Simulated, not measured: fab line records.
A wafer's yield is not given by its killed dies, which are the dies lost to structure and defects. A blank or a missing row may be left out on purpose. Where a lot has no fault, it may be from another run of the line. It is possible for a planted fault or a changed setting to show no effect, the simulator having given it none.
fab line records	flow nand_harc	part 1 of 2: steps 1 to 4 of 6
[record] lots = 20	wafers = 60	last_day = 34
route steps=1302 shown A_STAIRCASE@740
lots untouched by any fault: they come from a run of this same line in which no faults occurred
start_h: the number of hours between the record's first day and the start of the first shown wafer of the lot	wait_h: hours from the lot's prior step to this one	" unchanged from the row above	L1.1+2: a single row standing in for several wafers	- either no value or no given start	* or withheld: withheld	< > ~ a bound
route shown NAME@n: names a module that has steps shown in the file, with the first one's number in the route	usual: mean/standard deviation taken from wafers without a fault	same: alike in all rows	chamber/n: place in a boat	sites: the reading at each site	_std_site: the standard deviation of these	_edge_site: inner sites' mean taken away from outer sites' mean	radius_mm: for every site, how far away it sits from the centre of the wafer	mask NAME#n: copy n	behind: the tool/chamber that last shaped the wafer	hold: what put the lot on hold/how long, in hours/how the hold closed	device: the n, p or np transistor that did not switch	end of line: at the end of the route, the tests of the same wafers	where a step has no rows: the recipe by itself	killed: count of dies lost to structure and defects at first sort (not the wafer's yield)	map: per-die view of a wafer (x killed, . not killed, _ where there is no die)
set.NAME: the setting the step ran with; set.NAME@STEP: the setting that earlier step ran with	model.NAME: the simulator's own value behind a step, which no gauge read
steps of the route over a sample of lots; a table a step, a row a wafer
services: the hour from which a tool's chamber was out of use, counted from the record's first day as start_h (under 0 if before that day), plus the number of hours and why
[[steps]]
[step NHARC_A_STAIRCASE_TRIM_226]
[recipe] time_s = 211.2	o2_flow_sccm = 500	ar_flow_sccm = 0	bias_w = 0	chemistry = O2
[usual] drypump_motor_current_A = 5.7/0.39	mfc_ar_sccm = 0.006/0.0097	o2_flow_sccm = 499.9/1.5	oes_product_au = 1.000/0.018	rf_vpp_V = 57.7/0.94	showerhead_plenum_p_Torr = 3.53/0.15	throttle_valve_pct = 17.039/0.0086
lot.wafer	tool	chamber	start_h	wait_h	drypump_motor_current_A	mfc_ar_sccm	o2_flow_sccm	oes_product_au	rf_hours_counter_h	rf_vpp_V	showerhead_plenum_p_Torr	throttle_valve_pct
L074.1	rie_diel-01	0	-	-	6.2	0	501.2	1.000	47	57.6	3.39	17.042
L074.2	"	1	"	"	5.7	0	501.7	1.016	49	56.9	3.57	17.029
L074.5	"	1	"	"	5.7	0	500.3	1.015	-	57.9	3.57	17.037
L076.2	rie_diel-01	1	-	-	5.7	0	502.2	1.032	53	60.4	3.57	17.031
L076.6	"	0	"	"	6.2	0	499.1	1.009	-	56.9	3.39	17.034
L076.5	"	1	"	"	5.7	0	502.0	1.022	-	58.8	3.57	17.049
L078.4	rie_diel-01	2	-	-	5.7	0.026	501.0	0.987	7	57.3	3.42	17.027
L078.3	"	3	"	"	5.2	0.012	501.0	0.963	6	57.6	3.62	17.033
L078.6	"	0	"	"	6.2	0	497.7	0.997	-	57.9	3.39	17.027
L077.4	rie_diel-01	3	-	-	5.2	0.012	498.5	0.972	7	58.9	3.62	17.057
L077.1	"	0	"	"	6.2	0	500.2	1.003	5	58.1	3.39	17.047
L077.2	"	2	"	"	5.7	0.026	500.5	0.999	8	57.8	3.42	17.036
L079.2	rie_diel-01	3	-	-	5.1	0.012	500.1	0.981	12	56.2	3.61	17.032
L079.1	"	0	"	"	6.2	0	500.4	1.001	11	57.6	3.39	17.041
L079.6	"	3	"	"	5.2	0.012	501.5	0.972	-	60.8	3.61	17.038
L080.1	rie_diel-01	3	-	-	5.1	0.012	502.5	0.977	13	57.2	3.61	17.040
L080.4	"	1	"	"	5.7	0	499.9	0.993	11	56.5	3.57	17.052
L080.6	"	3	"	"	5.1	0.012	500.0	0.971	-	58.0	3.61	17.025
L083.4	rie_diel-02	3	-	-	5.3	0	498.0	0.999	16	57.3	3.74	17.041
L083.2	"	1	"	"	5.4	0	499.8	1.010	20	58.6	3.60	17.034
L083.5	"	2	"	"	6.0	0	500.3	0.995	-	56.7	3.36	17.031
L086.4	rie_diel-02	0	-	-	5.6	0	501.8	0.988	19	58.2	3.33	17.051
L086.1	"	1	"	"	5.3	0	497.7	1.004	20	57.2	3.60	17.028
L086.2	"	2	"	"	6.0	0	497.4	0.998	17	54.5	3.36	17.056
L084.2	rie_diel-02	1	-	-	5.4	0	500.6	1.007	20	58.1	3.60	17.051
L084.3	"	3	"	"	5.3	0	497.3	0.994	16	58.8	3.74	17.030
L084.4	"	0	"	"	5.6	0	500.0	0.988	20	57.1	3.33	17.041
L085.1	rie_diel-02	3	-	-	5.3	0	499.3	0.992	19	57.9	3.74	17.040
L085.6	"	1	"	"	5.3	0	498.2	1.019	-	57.9	3.60	17.033
L085.5	"	2	"	"	5.9	0	500.3	0.997	-	56.6	3.35	17.046
L087.2	rie_diel-13	2	-	-	5.5	0	499.4	1.014	52	56.3	3.71	17.053
L087.4	"	3	"	"	5.2	0.025	496.9	1.053	-	57.2	3.65	17.046
L087.6	"	3	"	"	5.2	0.025	498.6	1.054	-	57.6	3.65	17.053
L088.1	rie_diel-13	2	-	-	5.5	0	499.8	0.993	55	57.9	3.71	17.038
L088.3	"	1	"	"	6.2	0	500.8	1.001	49	56.9	3.72	17.052
L088.4	"	1	"	"	6.2	0	499.8	1.007	-	59.6	3.72	17.032
L091.3	rie_diel-02	1	-	-	5.3	0	498.6	1.018	34	58.2	3.59	17.034
L091.5	"	1	"	"	5.4	0	501.4	1.022	-	57.5	3.59	17.052
L091.6	"	2	"	"	6.0	0	499.7	1.002	-	58.7	3.35	17.045
L090.1	rie_diel-01	0	-	-	6.2	0	502.2	0.991	46	56.5	3.37	17.040
L090.4	"	1	"	"	5.6	0	499.3	0.976	40	58.0	3.55	17.029
L090.6	"	0	"	"	6.2	0	501.5	0.998	-	58.2	3.37	17.026
L093.2	rie_diel-13	3	-	-	5.1	0.025	500.3	0.997	7	57.7	3.65	17.037
L093.3	"	2	"	"	5.5	0	496.6	1.000	6	57.7	3.70	17.040
L093.6	"	0	"	"	6.3	0	499.1	1.005	-	56.7	3.29	17.039
L092.1	rie_diel-01	3	-	-	5.1	0.012	498.0	0.980	63	57.6	3.59	17.027
L092.6	"	0	"	"	6.2	0	500.9	0.991	-	58.1	3.36	17.037
L092.5	"	3	"	"	5.2	0.012	498.0	0.972	-	57.0	3.59	17.053
L094.2	rie_diel-13	1	-	-	6.2	0	498.5	1.007	10	59.1	3.71	17.030
L094.5	"	0	"	"	6.3	0	502.7	1.002	-	56.9	3.29	17.039
L094.6	"	1	"	"	6.2	0	499.4	0.999	-	58.9	3.71	17.036
L095.2	rie_diel-01	1	-	-	5.7	0	499.9	1.013	4	56.8	3.54	17.041
L095.3	"	2	"	"	5.7	0.026	501.4	1.001	4	58.4	3.39	17.047
L095.6	"	1	"	"	5.7	0	499.8	1.001	-	56.9	3.54	17.043
L096.3	rie_diel-13	1	-	-	6.2	0	500.5	0.990	18	57.3	3.70	17.043
L096.1	"	2	"	"	5.5	0	498.6	0.999	18	57.7	3.70	17.036
L096.6	"	0	"	"	6.3	0	498.9	1.006	-	56.7	3.28	17.026
L097.2	rie_diel-02	3	-	-	5.3	0	499.4	0.975	2	57.3	3.71	17.063
L097.5	"	2	"	"	6.0	0	500.7	0.991	-	57.7	3.33	17.037
L097.6	"	1	"	"	5.3	0	500.7	1.012	-	56.0	3.58	17.034
[step NHARC_A_STAIRCASE_ETCH_227]
[recipe] target_depth_a = 1000	time_s = 40.5	ion_energy_ev = 400	c4f8_flow_sccm = 20	o2_flow_sccm = 10	ar_flow_sccm = withheld	rf_w = 600	bias_w = 1000	chemistry = C4F8/O2
[usual] oes_product_au = 0.942/0.016	rf_vpp_V = 896/5.5
lot.wafer	tool	chamber	start_h	wait_h	oes_product_au	rf_hours_counter_h	rf_vpp_V
L074.2	rie_diel-01	1	-	-	0.966	49	897
L074.1	"	2	"	"	0.930	46	894
L074.5	"	1	"	"	0.959	-	898
L076.2	rie_diel-01	2	-	-	0.937	52	893
L076.5	"	0	"	"	0.943	-	891
L076.6	"	1	"	"	0.964	-	897
L078.3	rie_diel-01	3	-	-	0.925	6	901
L078.4	"	1	"	"	0.937	5	898
L078.6	"	0	"	"	0.942	-	891
L077.2	rie_diel-01	0	-	-	0.925	6	892
L077.1	"	2	"	"	0.924	8	893
L077.4	"	3	"	"	0.910	7	899
L079.1	rie_diel-01	2	-	-	0.928	13	891
L079.2	"	3	"	"	0.910	13	900
L079.6	"	2	"	"	0.934	-	891
L080.1	rie_diel-01	0	-	-	0.941	11	892
L080.4	"	1	"	"	0.941	11	897
L080.6	"	3	"	"	0.911	-	900
L083.2	rie_diel-02	1	-	-	0.948	20	898
L083.4	"	2	"	"	0.944	17	889
L083.5	"	3	"	"	0.931	-	904
L086.4	rie_diel-02	3	-	-	0.931	16	904
L086.2	"	0	"	"	0.919	19	888
L086.1	"	1	"	"	0.949	20	897
L084.3	rie_diel-02	2	-	-	0.944	17	888
L084.2	"	3	"	"	0.940	16	902
L084.4	"	0	"	"	0.948	20	890
L085.1	rie_diel-02	0	-	-	0.940	22	889
L085.6	"	0	"	"	0.939	-	888
L085.5	"	1	"	"	0.955	-	899
L087.2	rie_diel-13	2	-	-	0.943	52	901
L087.4	"	2	"	"	0.940	-	903
L087.6	"	3	"	"	0.979	-	903
L088.3	rie_diel-13	3	-	-	0.988	43	901
L088.1	"	2	"	"	0.943	55	903
L088.4	"	2	"	"	0.950	-	903
L091.3	rie_diel-02	0	-	-	0.941	33	886
L091.5	"	0	"	"	0.941	-	889
L091.6	"	1	"	"	0.961	-	898
L090.1	rie_diel-01	2	-	-	0.936	51	892
L090.4	"	0	"	"	0.927	46	891
L090.6	"	2	"	"	0.945	-	891
L093.3	rie_diel-13	3	-	-	0.958	7	901
L093.2	"	0	"	"	0.959	8	888
L093.6	"	0	"	"	0.956	-	887
L092.1	rie_diel-01	3	-	-	0.929	63	898
L092.6	"	3	"	"	0.927	-	898
L092.5	"	0	"	"	0.937	-	890
L094.2	rie_diel-13	1	-	-	0.947	10	903
L094.5	"	1	"	"	0.936	-	903
L094.6	"	2	"	"	0.953	-	902
L095.3	rie_diel-01	2	-	-	0.948	4	891
L095.2	"	3	"	"	0.932	5	899
L095.6	"	2	"	"	0.946	-	889
L096.3	rie_diel-13	0	-	-	0.944	18	888
L096.1	"	3	"	"	0.966	17	900
L096.6	"	0	"	"	0.935	-	886
L097.2	rie_diel-02	1	-	-	0.963	2	896
L097.5	"	2	"	"	0.950	-	889
L097.6	"	1	"	"	0.959	-	899
[step NHARC_A_STAIRCASE_TRIM_231]
[recipe] time_s = 211.2	o2_flow_sccm = 500	ar_flow_sccm = 0	bias_w = 0	chemistry = O2
[usual] drypump_motor_current_A = 5.6/0.37	mfc_ar_sccm = 0.005/0.0098	o2_flow_sccm = 499.9/1.5	oes_product_au = 1.001/0.018	rf_vpp_V = 57.8/0.96	showerhead_plenum_p_Torr = 3.54/0.16	throttle_valve_pct = 17.039/0.009
lot.wafer	tool	chamber	start_h	wait_h	drypump_motor_current_A	mfc_ar_sccm	o2_flow_sccm	oes_product_au	rf_hours_counter_h	rf_vpp_V	showerhead_plenum_p_Torr	throttle_valve_pct
L074.2	rie_diel-02	3	-	-	5.3	0	500.7	0.991	42	57.4	3.75	17.036
L074.1	"	0	"	"	5.6	0	500.5	1.013	44	56.8	3.34	17.038
L074.5	"	3	"	"	5.3	0	501.1	0.996	-	59.0	3.75	17.058
L076.2	rie_diel-02	0	-	-	5.6	0	497.6	1.006	46	58.8	3.34	17.037
L076.6	"	2	"	"	6.0	0	499.1	1.027	-	56.5	3.37	17.043
L076.5	"	3	"	"	5.3	0	499.6	0.997	-	58.6	3.75	17.038
L078.3	rie_diel-01	1	-	-	5.6	0	497.4	0.999	5	59.2	3.57	17.038
L078.4	"	3	"	"	5.1	0.012	497.9	0.980	7	56.8	3.62	17.041
L078.6	"	2	"	"	5.7	0.026	498.5	1.002	-	58.6	3.43	17.022
L077.4	rie_diel-01	1	-	-	5.7	0	497.5	0.986	6	57.9	3.57	17.035
L077.1	"	3	"	"	5.1	0.012	501.8	0.984	8	58.8	3.62	17.040
L077.2	"	0	"	"	6.2	0	497.9	1.005	6	57.7	3.39	17.031
L079.1	rie_diel-01	0	-	-	6.2	0	498.6	1.008	11	57.2	3.39	17.052
L079.2	"	1	"	"	5.6	0	499.3	0.995	11	58.4	3.57	17.054
L079.6	"	2	"	"	5.7	0.026	498.1	0.998	-	56.5	3.42	17.041
L080.4	rie_diel-02	1	-	-	5.4	0	497.7	1.002	7	59.1	3.61	17.039
L080.1	"	3	"	"	5.3	0	498.1	0.980	5	57.7	3.74	17.030
L080.6	"	1	"	"	5.4	0	498.9	1.000	-	58.1	3.61	17.034
L083.2	rie_diel-13	0	-	-	6.3	0	501.2	1.000	39	54.8	3.30	17.037
L083.4	"	1	"	"	6.2	0	500.0	0.996	37	58.2	3.72	17.035
L083.5	"	0	"	"	6.3	0	501.6	1.014	-	56.7	3.30	17.047
L086.4	rie_diel-01	0	-	-	6.2	0	498.9	0.990	27	58.2	3.38	17.036
L086.2	"	2	"	"	5.7	0.026	500.9	1.004	30	56.2	3.41	17.041
L086.1	"	3	"	"	5.2	0.012	499.9	0.972	29	57.0	3.60	17.049
L084.4	rie_diel-02	3	-	-	5.2	0	499.4	0.995	16	58.5	3.74	17.033
L084.2	"	1	"	"	5.4	0	500.1	1.006	21	59.4	3.60	17.038
L084.3	"	2	"	"	5.9	0	500.8	0.997	17	59.3	3.36	17.034
L085.1	rie_diel-02	2	-	-	6.0	0	503.4	0.997	20	56.0	3.35	17.038
L085.6	"	0	"	"	5.6	0	501.1	0.990	-	58.0	3.32	17.035
L085.5	"	1	"	"	5.4	0	502.0	1.019	-	58.0	3.60	17.014
L087.2	rie_diel-13	2	497.86	0.1	5.5	0	502.5	1.014	52	57.6	3.71	17.056
L087.4	"	2	"	"	5.5	0	498.7	1.007	-	58.1	3.71	17.025
L087.6	"	3	"	"	5.2	0.025	502.5	1.046	-	56.8	3.65	17.051
L088.1	rie_diel-13	2	-	-	5.5	0	500.6	1.010	56	57.2	3.71	17.029
L088.3	"	3	"	"	5.2	0.025	499.4	1.031	43	56.8	3.65	17.042
L088.4	"	1	"	"	6.1	0	499.4	0.995	-	58.3	3.72	17.053
L091.3	rie_diel-01	1	-	-	5.7	0	501.3	0.990	39	58.1	3.55	17.050
L091.6	"	1	"	"	5.7	0	499.8	0.986	-	57.6	3.55	17.039
L091.5	"	2	"	"	5.7	0.026	500.4	0.997	-	58.6	3.40	17.061
L090.4	rie_diel-01	0	-	-	6.2	0	501.5	0.985	46	56.3	3.37	17.044
L090.1	"	2	"	"	5.7	0.026	500.8	0.992	52	57.7	3.40	17.047
L090.6	"	1	"	"	5.7	0	502.1	0.977	-	57.5	3.55	17.044
L093.2	rie_diel-02	1	-	-	5.4	0	501.0	1.018	50	58.2	3.58	17.033
L093.3	"	3	"	"	5.2	0	501.2	0.987	48	58.7	3.72	17.049
L093.6	"	2	"	"	6.0	0	502.1	1.009	-	58.9	3.34	17.026
L092.1	rie_diel-02	3	-	-	5.3	0	501.5	0.995	48	59.1	3.72	17.034
L092.6	"	3	"	"	5.2	0	500.1	0.988	-	58.6	3.72	17.053
L092.5	"	0	"	"	5.6	0	499.4	0.977	-	58.4	3.31	17.032
L094.2	rie_diel-13	0	-	-	6.3	0	499.8	1.013	11	56.1	3.29	17.049
L094.6	"	3	"	"	5.2	0.025	499.8	1.015	-	57.6	3.64	17.030
L094.5	"	0	"	"	6.3	0	500.7	1.013	-	55.2	3.29	17.044
L095.3	rie_diel-01	0	-	-	6.2	0	500.8	0.995	5	57.4	3.36	17.026
L095.2	"	2	"	"	5.7	0.026	503.4	0.996	5	57.9	3.39	17.039
L095.6	"	0	"	"	6.2	0	500.7	0.994	-	56.7	3.36	17.037
L096.1	rie_diel-13	3	-	-	5.2	0.025	500.9	1.014	17	57.4	3.64	17.038
L096.3	"	1	"	"	6.1	0	497.5	1.004	19	57.5	3.70	17.040
L096.6	"	3	"	"	5.2	0.025	500.4	1.013	-	56.9	3.64	17.040
L097.2	rie_diel-02	3	-	-	5.2	0	500.3	0.966	2	58.6	3.71	17.045
L097.6	"	1	"	"	5.4	0	500.2	1.009	-	59.0	3.58	17.051
L097.5	"	2	"	"	6.0	0	499.0	0.992	-	57.2	3.33	17.033
[step NHARC_A_STAIRCASE_TRIM_235]
[recipe] time_s = 211.2	o2_flow_sccm = 500	ar_flow_sccm = 0	bias_w = 0	chemistry = O2
[usual] drypump_motor_current_A = 5.7/0.37	mfc_ar_sccm = 0.005/0.0095	o2_flow_sccm = 500.0/1.4	oes_product_au = 1.002/0.018	rf_vpp_V = 57.8/1	showerhead_plenum_p_Torr = 3.54/0.16	throttle_valve_pct = 17.037/0.0095
lot.wafer	tool	chamber	start_h	wait_h	drypump_motor_current_A	mfc_ar_sccm	o2_flow_sccm	oes_product_au	rf_hours_counter_h	rf_vpp_V	showerhead_plenum_p_Torr	throttle_valve_pct
L074.2	rie_diel-02	0	-	-	5.6	0	500.1	0.989	44	56.8	3.34	17.035
L074.1	"	1	"	"	5.4	0	500.3	1.003	43	56.9	3.62	17.042
L074.5	"	3	"	"	5.3	0	498.5	0.981	-	57.8	3.75	17.015
L076.2	rie_diel-02	2	-	-	6.0	0	502.0	1.036	48	59.4	3.37	17.030
L076.6	"	2	"	"	6.0	0	500.4	1.030	-	55.6	3.37	17.030
L076.5	"	3	"	"	5.3	0	497.4	0.999	-	59.8	3.75	17.025
L078.4	rie_diel-01	1	-	-	5.7	0	500.7	0.986	6	57.4	3.57	17.057
L078.3	"	2	"	"	5.7	0.026	498.8	0.994	7	57.7	3.42	17.046
L078.6	"	0	"	"	6.2	0	499.6	0.999	-	58.6	3.39	17.023
L077.1	rie_diel-01	0	-	-	6.2	0	499.9	0.998	6	57.7	3.39	17.044
L077.4	"	1	"	"	5.7	0	499.1	0.992	7	57.7	3.57	17.019
L077.2	"	2	"	"	5.7	0.026	500.3	0.987	8	59.2	3.42	17.037
L079.1	rie_diel-01	0	-	-	6.2	0	500.9	1.005	11	57.1	3.39	17.033
L079.2	"	2	"	"	5.7	0.026	499.6	0.999	13	57.7	3.42	17.037
L079.6	"	0	"	"	6.2	0	501.6	1.009	-	58.0	3.39	17.037
L080.1	rie_diel-02	0	-	-	5.6	0	499.9	0.997	7	57.1	3.33	17.034
L080.4	"	1	"	"	5.4	0	500.2	1.003	7	58.1	3.61	17.026
L080.6	"	3	"	"	5.3	0	497.6	0.980	-	57.4	3.74	17.023
L083.4	rie_diel-13	0	-	-	6.3	0	499.8	1.006	39	57.0	3.30	17.034
L083.2	"	2	"	"	5.5	0	500.1	0.987	42	59.9	3.72	17.044
L083.5	"	0	"	"	6.3	0	501.0	1.006	-	55.5	3.30	17.029
L086.2	rie_diel-01	2	-	-	5.7	0.026	500.7	0.995	31	57.4	3.41	17.030
L086.4	"	3	"	"	5.2	0.012	498.5	0.970	31	60.2	3.60	17.034
L086.1	"	1	"	"	5.7	0	502.0	0.976	23	57.8	3.56	17.034
L084.4	rie_diel-02	1	-	-	5.3	0	500.1	1.008	21	58.5	3.60	17.037
L084.3	"	2	"	"	6.0	0	501.5	0.998	18	56.2	3.36	17.036
L084.2	"	3	"	"	5.3	0	499.6	0.993	17	58.3	3.74	17.035
L085.1	rie_diel-02	2	-	-	6.0	0	501.1	1.008	21	57.0	3.35	17.038
L085.6	"	1	"	"	5.4	0	499.6	1.026	-	59.2	3.60	17.031
L085.5	"	2	"	"	5.9	0	501.6	1.004	-	58.1	3.35	17.031
L087.2	rie_diel-13	3	-	-	5.2	0.025	499.5	1.040	40	57.0	3.65	17.041
L087.6	"	2	"	"	5.5	0	502.1	1.004	-	58.4	3.71	17.042
L087.4	"	3	"	"	5.2	0.025	500.9	1.027	-	56.2	3.65	17.036
L088.1	rie_diel-13	2	-	-	5.5	0	502.7	1.009	56	57.8	3.71	17.025
L088.3	"	3	"	"	5.2	0.025	500.9	1.037	44	57.3	3.65	17.049
L088.4	"	1	"	"	6.2	0	501.1	1.009	-	57.0	3.72	17.039
L091.3	rie_diel-01	2	-	-	5.7	0.026	500.8	0.998	50	56.8	3.40	17.041
L091.5	"	2	"	"	5.7	0.026	500.8	0.985	-	57.6	3.40	17.031
L091.6	"	3	"	"	5.1	0.012	499.8	0.958	-	59.4	3.59	17.028
L090.1	rie_diel-01	1	-	-	5.6	0	498.3	0.985	42	58.3	3.55	17.021
L090.4	"	3	"	"	5.1	0.012	500.2	0.976	51	56.7	3.59	17.041
L090.6	"	1	"	"	5.6	0	498.7	0.995	-	58.3	3.55	17.042
L093.3	rie_diel-02	3	-	-	5.2	0	500.0	0.997	48	59.1	3.72	17.044
L093.2	"	0	"	"	5.6	0	500.6	0.981	47	56.8	3.31	17.019
L093.6	"	2	"	"	5.9	0	501.2	1.006	-	55.9	3.34	17.029
L092.1	rie_diel-02	0	-	-	5.6	0	498.0	0.984	48	58.1	3.31	17.050
L092.6	"	1	"	"	5.3	0	500.5	1.027	-	57.2	3.58	17.041
L092.5	"	2	"	"	6.0	0	502.7	0.991	-	57.5	3.34	17.033
L094.2	rie_diel-13	1	-	-	6.2	0	502.4	1.002	10	59.1	3.71	17.023
L094.5	"	1	"	"	6.2	0	501.0	1.001	-	57.5	3.71	17.038
L094.6	"	2	"	"	5.5	0	499.6	0.993	-	57.5	3.70	17.047
L095.3	rie_diel-01	0	-	-	6.2	0	499.8	1.000	5	57.6	3.36	17.046
L095.2	"	3	"	"	5.2	0.012	498.5	0.983	5	56.8	3.58	17.018
L095.6	"	0	"	"	6.2	0	500.5	1.003	-	56.5	3.36	17.033
L096.3	rie_diel-13	1	-	-	6.1	0	502.5	1.004	19	58.0	3.70	17.042
L096.1	"	2	"	"	5.5	0	497.6	1.015	18	57.3	3.70	17.040
L096.6	"	2	"	"	5.5	0	497.4	1.007	-	56.5	3.70	17.047
L097.2	rie_diel-02	3	-	-	5.3	0	497.9	0.968	3	56.4	3.71	17.029
L097.5	"	3	"	"	5.3	0	498.6	0.963	-	59.4	3.71	17.042
L097.6	"	1	"	"	5.4	0	499.9	1.008	-	59.0	3.58	17.023
